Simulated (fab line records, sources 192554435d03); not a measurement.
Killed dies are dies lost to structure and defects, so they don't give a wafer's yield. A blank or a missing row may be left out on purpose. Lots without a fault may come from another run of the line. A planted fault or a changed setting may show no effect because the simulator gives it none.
Chamber matching | flow n5_finfet | N5_GATE_CUT_ETCH_36 on rie_diel-05: 4 sister chambers
The step etches SiARC in CF4, target depth 13 nm, time 21.7 s. 18 wafers are shown with their chamber, then 9 later ones without.

WAFERS WITH THEIR CHAMBER
wafer  | chamber | showerhead_plenum_p_Torr (Torr) | throttle_valve_pct (%) | drypump_motor_current_A (A)
L075.2 | 2       | 1.98                            | 15.23                  | 6.0
L075.5 | 2       | 1.98                            | 15.23                  | 6.0
L075.6 | 1       | 2.05                            | 16.01                  | 5.5
L080.2 | 3       | 2.25                            | 15.96                  | 5.9
L080.4 | 0       | 2.10                            | 15.21                  | 5.5
L080.5 | 3       | 2.25                            | 15.96                  | 5.9
L082.1 | 3       | 2.25                            | 15.96                  | 6.0
L082.4 | 0       | 2.10                            | 15.21                  | 5.5
L082.5 | 3       | 2.25                            | 15.98                  | 5.9
L084.1 | 3       | 2.25                            | 15.97                  | 5.9
L084.2 | 2       | 1.98                            | 15.25                  | 6.0
L084.5 | 3       | 2.25                            | 15.99                  | 5.9
L085.3 | 0       | 2.10                            | 15.24                  | 5.5
L085.4 | 1       | 2.04                            | 16.03                  | 5.5
L085.5 | 1       | 2.04                            | 16.02                  | 5.5
L086.3 | 3       | 2.25                            | 15.98                  | 5.9
L086.4 | 1       | 2.04                            | 16.04                  | 5.5
L086.6 | 2       | 1.97                            | 15.28                  | 6.0

SIGNATURES (means of the wafers above)
reading                  | chamber 0 | chamber 1 | chamber 2 | chamber 3 | scatter within a chamber
showerhead_plenum_p_Torr | 2.1000    | 2.0425    | 1.9775    | 2.2500    | 0.00327
throttle_valve_pct       | 15.2200   | 16.0250   | 15.2475   | 15.9714   | 0.0162
drypump_motor_current_A  | 5.500     | 5.500     | 6.000     | 5.914     | 0.0247
Rule: a wafer's distance from a chamber is the root of the sum, over the readings, of the square of ((its reading less the chamber's mean) divided by the reading's scatter). The wafer belongs to the nearest chamber; if the next one is less than 2 further off, it can't be placed. The scatter: the root of (the sum of the squares of (reading less its chamber's mean) over the shown wafers, divided by (wafers less chambers)).

WAFERS WITHOUT THEIR CHAMBER
wafer  | showerhead_plenum_p_Torr (Torr) | throttle_valve_pct (%) | drypump_motor_current_A (A)
L091.1 | 2.10                            | 15.24                  | 5.5
L091.3 | 1.97                            | 15.30                  | 6.0
L091.6 | 2.24                            | 16.00                  | 6.0
L094.1 | 2.24                            | 16.02                  | 5.9
L094.4 | 2.10                            | 15.27                  | 5.5
L094.5 | 2.04                            | 16.06                  | 5.5
L095.1 | 1.97                            | 15.31                  | 6.0
L095.3 | 2.10                            | 15.24                  | 5.5
L095.6 | 2.10                            | 15.26                  | 5.5

WHICH CHAMBER EACH WENT THROUGH
wafer  | from the rows above | in truth
L091.1 | 0                   | 0
L091.3 | 2                   | 2
L091.6 | 3                   | 3
L094.1 | 3                   | 3
L094.4 | 0                   | 0
L094.5 | 1                   | 1
L095.1 | 2                   | 2
L095.3 | 0                   | 0
L095.6 | 0                   | 0
Placed correctly: 9 of 9. Can't be placed from these rows: 0. Placed wrongly: 0.
